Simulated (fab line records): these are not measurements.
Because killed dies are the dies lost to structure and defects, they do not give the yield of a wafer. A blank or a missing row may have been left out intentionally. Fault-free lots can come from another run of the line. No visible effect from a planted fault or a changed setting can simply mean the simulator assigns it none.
The tool behind it: which one? / flow nandHarc / Sampling: 6 lots, 18 wafers, 2 of 1302 route steps

== WHAT THE GAUGES READ, wafer by wafer ==
NHARC_A_BONDPAD_THK_MEAS_30: measures by ellipsometry.
lot=L343; measured=day 23 22:14; on=filmMetro-01; thkNm (nm)=198.7 200.6 201.4
lot=L349; measured=day 25 19:58; on=filmMetro-01; thkNm (nm)=198.4 199.4 198.7
lot=L353; measured=day 27 03:40; on=filmMetro-01; thkNm (nm)=202.3 201.2 202.0
lot=L356; measured=day 29 01:00; on=filmMetro-02; thkNm (nm)=200.5 199.7 201.2
lot=L360; measured=day 30 05:16; on=filmMetro-01; thkNm (nm)=202.1 201.8 202.6
lot=L364; measured=day 32 20:47; on=filmMetro-02; thkNm (nm)=200.5 201.4 200.4

== EACH LOT AND THE TOOL THAT RAN IT (in order: tool; ch and the chambers of the sampled wafers; start) ==
lot=L343; NHARC_A_M1_PRE_CLEAN_30=pvdSputter-02, day 23 19:08
lot=L349; NHARC_A_M1_PRE_CLEAN_30=pvdSputter-02, day 25 17:07
lot=L353; NHARC_A_M1_PRE_CLEAN_30=pvdSputter-01, day 27 00:45
lot=L356; NHARC_A_M1_PRE_CLEAN_30=pvdSputter-03, day 28 22:09
lot=L360; NHARC_A_M1_PRE_CLEAN_30=pvdSputter-03, day 30 02:23
lot=L364; NHARC_A_M1_PRE_CLEAN_30=pvdSputter-03, day 32 17:57
- NHARC_A_M1_PRE_CLEAN_30: time 30 s.

== THE ANSWER, worked out from the rows above alone ==
Rule: the usual values come from the lots themselves. Put in order of their means at a reading, lots are off if they are a third of the lots or fewer, leave a main group of 4 or more, and stand apart from it by a gap of 3 or more times the standard deviation of the main group's means; of several such gaps the widest counts. If all means in a main group match to the digits the tables above print for the reading, that group is not used. Also off: a lot with no number at a reading for which 4 or more lots have one. Any other lot the step has rows for is counted as sound.
Nothing can be told from this: no lot is off at any reading shown.

== WHAT THE SIMULATOR HAD PUT IN ==
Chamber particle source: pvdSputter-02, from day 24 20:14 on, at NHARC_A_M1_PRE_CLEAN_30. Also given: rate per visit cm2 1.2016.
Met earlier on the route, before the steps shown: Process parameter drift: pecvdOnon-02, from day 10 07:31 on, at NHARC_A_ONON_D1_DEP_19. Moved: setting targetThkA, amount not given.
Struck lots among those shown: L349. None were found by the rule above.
